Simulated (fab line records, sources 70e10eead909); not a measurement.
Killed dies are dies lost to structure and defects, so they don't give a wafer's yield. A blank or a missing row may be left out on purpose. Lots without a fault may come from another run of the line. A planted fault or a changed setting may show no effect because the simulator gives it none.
Chamber matching | flow nand_harc | NHARC_A_STAIRCASE_ETCH_444 on rie_diel-03: 4 sister chambers
The step etches the open film in C4F8/O2, target depth 20400 nm, time 6800 s. 8 wafers are shown with their chamber, then 9 later ones without.

WAFERS WITH THEIR CHAMBER
wafer  | chamber | rf_vpp_V (V) | chamber_pressure_mTorr (mTorr)
L079.1 | 2       | 814          | 25.056
L082.3 | 2       | 815          | 25.008
L084.3 | 0       | 813          | 24.978
L084.4 | 3       | 809          | 24.943
L084.5 | 1       | 803          | 25.005
L087.1 | 3       | 809          | 25.033
L087.2 | 0       | 814          | 24.939
L087.4 | 1       | 803          | 24.970

WAFERS WITHOUT THEIR CHAMBER
wafer  | rf_vpp_V (V) | chamber_pressure_mTorr (mTorr)
L088.3 | 808          | 24.972
L088.4 | 814          | 24.991
L088.6 | 814          | 24.972
L092.2 | 812          | 25.008
L092.1 | 811          | 24.998
L092.5 | 814          | 24.971
L095.1 | 812          | 24.987
L095.2 | 803          | 25.035
L095.3 | 816          | 25.027

WHICH CHAMBER EACH WENT THROUGH
wafer  | from the rows above     | in truth
L088.3 | 3                       | 3
L088.4 | can't be placed: 0 or 2 | 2
L088.6 | can't be placed: 0 or 2 | 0
L092.2 | can't be placed: 0 or 2 | 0
L092.1 | can't be placed: 3 or 0 | 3
L092.5 | can't be placed: 0 or 2 | 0
L095.1 | 0                       | 0
L095.2 | 1                       | 1
L095.3 | 2                       | 2
Placed correctly: 4 of 9. Can't be placed from these rows: 5 (the true chamber is among the candidates in 5). Placed wrongly: 0.
How it was worked out, from the rows above alone: a wafer's distance from a chamber is the root of the sum, over the readings, of the square of ((its reading less the chamber's mean) divided by the reading's scatter). The wafer belongs to the nearest chamber; if the next one is less than 2 further off, it can't be placed. A chamber's mean is the mean of its shown wafers. The scatter: the root of (the sum of the squares of (reading less its chamber's mean) over the shown wafers, divided by (wafers less chambers)).
